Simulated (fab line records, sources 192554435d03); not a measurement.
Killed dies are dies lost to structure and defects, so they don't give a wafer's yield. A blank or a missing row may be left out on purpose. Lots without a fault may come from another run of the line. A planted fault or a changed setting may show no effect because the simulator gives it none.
Problem report in the 8D (eight disciplines) form, filled by code | flow n5_finfet | the parts of the form that need people (team, actions taken, sign-off) are left out

1. THE PROBLEM
chamber_pressure_pa at N5_MIM_BOT_SPUTTER_00 reads a mean of 0.5198 Pa on 3 wafers of 2 lots; wafers without a fault read 0.5000 Pa with a standard deviation of 0.0011. That is +18 standard deviations from the usual mean.
The step: material TiN, target thk 35 nm, time 89.7 s.
First seen on wafer L810.3, day 13 18:46, on pvd_sputter-01. The record holds 32 wafers of 11 lots with a number at this step. Rule for "out", or "out of limits": more than 4 standard deviations from the usual mean. The other wafers with a number count as sound.

2. WHAT IT IS AND WHAT IT IS NOT
question                    | is                     | is not
which readings at this step | chamber_pressure_pa    | substrate_temp_c, throttle_valve_pct
which lots                  | L810, L814             | L805, L806, L807, L820, L821, L822, L823, L825, L826
which wafers of those lots  | L810.3, L810.6, L814.3 | L810.1, L814.1, L814.6
read on which tools         | pvd_sputter-01         | pvd_sputter-02, pvd_sputter-03
when                        | from day 13 18:46      | up to then (9 sound wafers); but 20 sound wafers of L814, L820, L821, L822, L823, L825, L826 came after

3. SUSPECTS, AND WHAT RULES EACH OUT
Counting: a tool at a process step up to the reading stays a suspect if it ran every lot that is out. Sound lots after the first of them don't rule it out here, since some wafers of a struck lot are sound.
- rie_diel-02 at N5_BEOL_M15_STRIP_62 (strips in O2): kept. It ran every lot that is out, first L810 (day 13 18:46); its last sound lot up to then is L807 (day 13 01:52). N5_BEOL_M15_STRIP_62 gives no start for some lots, so the hours and the order of its lots are those of N5_MIM_BOT_SPUTTER_00.
- pvd_sputter-01 at N5_MIM_BOT_SPUTTER_00 (material TiN, target thk 35 nm, time 89.7 s): kept. It ran every lot that is out, first L810 (day 13 18:46); its last sound lot up to then is L805 (day 12 23:24). Its own readings are out on those wafers: chamber_pressure_pa.
Left after counting: rie_diel-02 at N5_BEOL_M15_STRIP_62, pvd_sputter-01 at N5_MIM_BOT_SPUTTER_00.

4. THE CAUSE (what the simulator had put in)
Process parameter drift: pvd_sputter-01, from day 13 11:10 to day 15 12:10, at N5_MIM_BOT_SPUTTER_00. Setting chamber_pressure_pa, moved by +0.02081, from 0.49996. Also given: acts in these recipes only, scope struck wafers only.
Counting left 2 suspects, and this tool is among them.

5. THE CHAIN OF EFFECTS, in route order
Each row: a reading whose mean over the struck wafers that have a number lies more than 3 standard deviations from the usual. Only readings for which the record gives a usual standard deviation are gone through. hours: the time from each lot's start at the first step in this table that gives one to its start at this step, as a median over the lots. sigmas: the change in usual standard deviations.
hours | step                  | reading             | usual     | on struck wafers | change  | sigmas
0     | N5_MIM_BOT_SPUTTER_00 | chamber_pressure_pa | 0.5000 Pa | 0.5198           | +0.0198 | +18
The process steps in it:
- N5_MIM_BOT_SPUTTER_00: material TiN, target thk 35 nm, time 89.7 s.

6. WHAT WOULD HAVE CAUGHT IT SOONER
In this record the first reading out of limits was taken at day 13 18:46, 8 hours after the fault began at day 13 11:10.
